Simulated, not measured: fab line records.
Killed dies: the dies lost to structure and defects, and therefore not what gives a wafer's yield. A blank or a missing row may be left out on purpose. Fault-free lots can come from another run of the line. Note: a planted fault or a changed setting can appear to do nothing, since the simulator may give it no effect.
A struck lot beside a sound one || flow nand harc || 40 out of 1302 route steps
Sound: the wafers L517.1, L517.2, L517.4. Struck: wafer L520.3 (left out: L520.2, L520.4 of the same lot, which were not struck); the cause appears at the end.
For every step that has rows: the tool of each side, followed by ch and its chambers, followed by its first start. Under that, the readings that differ: sound wafers || struck wafers || difference of the means || sigmas: that difference in standard deviations of wafers without a fault.
alike: a reading whose means differ by less than 2 such deviations, as well as words and numbers matching on both sides. not compared: withheld readings; readings where some wafer has no value; bounds like >300 that might hide an equal value; numbers whose values overlap and for which the record gives no deviation.
Wherever a step has rows on one side only, a row that says differs or no value, or a row with sigmas, the two part there. Numbers that don't overlap but have no deviation are shown without sigmas and don't part them. A reading missing from all wafers of one side parts the sides only when that side holds two or more wafers.

NHARC_A_BONDPAD_OVL_MEAS_35:
  sound: overlay-02 at day 27 00:56; struck: overlay-01 at day 28 19:10
  alike: overlay x nm, overlay y nm
then, 1 step without rows for these wafers: NHARC_A_BONDPAD_HARDBAKE_10 (time 65 s).
NHARC_A_BONDPAD_DESCUM_11: chemistry O2, time 3 s.
  sound on rie diel-04 ch 0,1,3, day 27 01:04; struck on rie diel-10 ch 0, day 28 19:18
{"reading": "rf hours counter h (h)", "sound": "12 12 14", "struck": 2, "difference": -11, "sigmas": ""}
  alike: drypump motor current A, oes product au, rf vpp V, showerhead plenum p Torr, throttle valve pct
then, 2 steps without rows for these wafers: NHARC_A_BONDPAD_ETCH_34 (etches the open film in N2/H2, target depth 60 nm, overetch 18 nm, time 65.91 s); NHARC_A_BONDPAD_ETCH_12 (etches the open film in CHF3/O2, target depth 220 nm, time 110 s).
NHARC_A_BONDPAD_CD_MEAS_13:
  sound: cd sem-02 at day 27 01:22; struck: cd sem-02 at day 28 19:37
  alike: cd nm
NHARC_A_BONDPAD_STRIP_15: strips in O2.
  sound on rie diel-10 ch 1,2,3, day 27 01:27; struck on rie diel-04 ch 1, day 28 19:41
{"reading": "drypump motor current A (A)", "sound": "6.05 5.81 5.92", "struck": 5.20, "difference": -0.73, "sigmas": -3}
{"reading": "oes product au (a.u.)", "sound": "1.012 0.995 1.001", "struck": 0.982, "difference": -0.021, "sigmas": -2}
{"reading": "rf hours counter h (h)", "sound": "1 1 1", "struck": 19, "difference": "+18", "sigmas": ""}
{"reading": "rf vpp V (V)", "sound": "58.8 58.2 57.9", "struck": 55.6, "difference": -2.7, "sigmas": -3}
  alike: showerhead plenum p Torr, throttle valve pct
then, 2 steps without rows for these wafers: NHARC_A_BONDPAD_ETCH_24 (etches the open film in CF4/N2, target depth 30 nm, time 72.99 s); NHARC_A_BONDPAD_STRIP_16 (strips in post etch residue remover, time 600 s).
NHARC_A_BONDPAD_DEGAS_25: time 60 s.
  sound: pvd sputter-03 at day 27 02:00; struck: pvd sputter-03 at day 28 20:15
  alike: heater power w
then, 2 steps without rows for these wafers: NHARC_A_BONDPAD_PRE_CLEAN_26 (time 30 s); NHARC_A_BONDPAD_PVD_17 (deposits TaN, target thk 5 nm, time 8.06 s).
NHARC_A_BONDPAD_PVD_27: deposits Cu, target thk 30 nm, time 20.49 s.
  sound: pvd sputter-03 at day 27 02:13; struck: pvd sputter-03 at day 28 20:29
  alike: throttle valve pct
then, 4 steps without rows for these wafers: NHARC_A_BONDPAD_ECD_18 (material Cu, target thk 400 nm); NHARC_A_BONDPAD_ANNEAL_28 (time 90 s); NHARC_A_BONDPAD_CMP_19 (polishes, t overpolish 30 s, cu recess touch 16 s, target thk 169.82 nm); NHARC_A_BONDPAD_SRD_21 (time 30 s, dry time 20 s).
NHARC_A_BONDPAD_INSPECT_23:
  sound: defect inspect-01 at day 27 03:39; struck: defect inspect-01 at day 28 21:54
  alike: raw defect count
then, 5 steps without rows for these wafers: NHARC_HYBRID_BOND_ACTIVATE_00 (chemistry N2, time 60 s); NHARC_HYBRID_BOND_PRECLEAN_01 (cleans in DIW, time 300 s); NHARC_HYBRID_BOND_SRD_02 (time 30 s, dry time 20 s); NHARC_HYBRID_BOND_BOND_03; NHARC_HYBRID_BOND_ANNEAL_04 (time 7200 s).
NHARC_HYBRID_BOND_OVL_MEAS_05:
  the record holds rows for the sound wafers here (overlay-02, day 27 12:05) but none for the struck ones
NHARC_HYBRID_BOND_INSPECT_06: inspects for defects (ir void).
  the record holds rows for the sound wafers here (defect inspect-01, day 27 12:08) but none for the struck ones
NHARC_THIN_TSV_GRIND_00:
  the record has rows for the sound wafers here (grinder-01 ch 0, day 27 13:31) and none for the struck ones
NHARC_THIN_TSV_CMP_01: polishes.
  the record has rows for the sound wafers here (cmp-03 ch 0,1,2, day 27 14:44) and none for the struck ones
NHARC_THIN_TSV_THK_MEAS_02: measures by ir.
  the record holds rows for the sound wafers here (film metro-01, day 27 15:00) but none for the struck ones
then, 11 steps without rows for these wafers: NHARC_THIN_TSV_SRD_03; NHARC_THIN_TSV_PRECLEAN_41 (cleans in SC1); NHARC_THIN_TSV_SRD_42; NHARC_THIN_TSV_DEP_43 (deposits SiO2, target thk 1328.5 nm); NHARC_THIN_TSV_DEHYDRATE_04 (time 120 s); NHARC_THIN_TSV_HMDS_05 (time 30 s); NHARC_THIN_TSV_COAT_06; NHARC_THIN_TSV_SOFTBAKE_07 (time 95 s); NHARC_THIN_TSV_EBR_08; NHARC_THIN_TSV_EXPOSE_09 (exposes mask TSV); NHARC_THIN_TSV_PEB_10 (peb time 85 s).
NHARC_END_SORT_01:
  sound on prober-02 ch 0, day 28 06:35; struck on prober-01 ch 0, day 30 03:31
{"reading": "defect limited yield (%)", "sound": "92.9 91.3 91.9", "struck": 0, "difference": -92, "sigmas": -32}
{"reading": "killed at array", "sound": "43 49 45", "struck": 666, "difference": "+620", "sigmas": "+31"}
{"reading": "killed dies", "sound": "48 59 55", "struck": 677, "difference": "+623", "sigmas": "+31"}
  alike: killed at other, killed at periphery, killed open, killed short

WHERE THEY PART
Earliest at NHARC_A_BONDPAD_STRIP_15; latest, in this record, at NHARC_END_SORT_01.

WHY: whatever the simulator had introduced
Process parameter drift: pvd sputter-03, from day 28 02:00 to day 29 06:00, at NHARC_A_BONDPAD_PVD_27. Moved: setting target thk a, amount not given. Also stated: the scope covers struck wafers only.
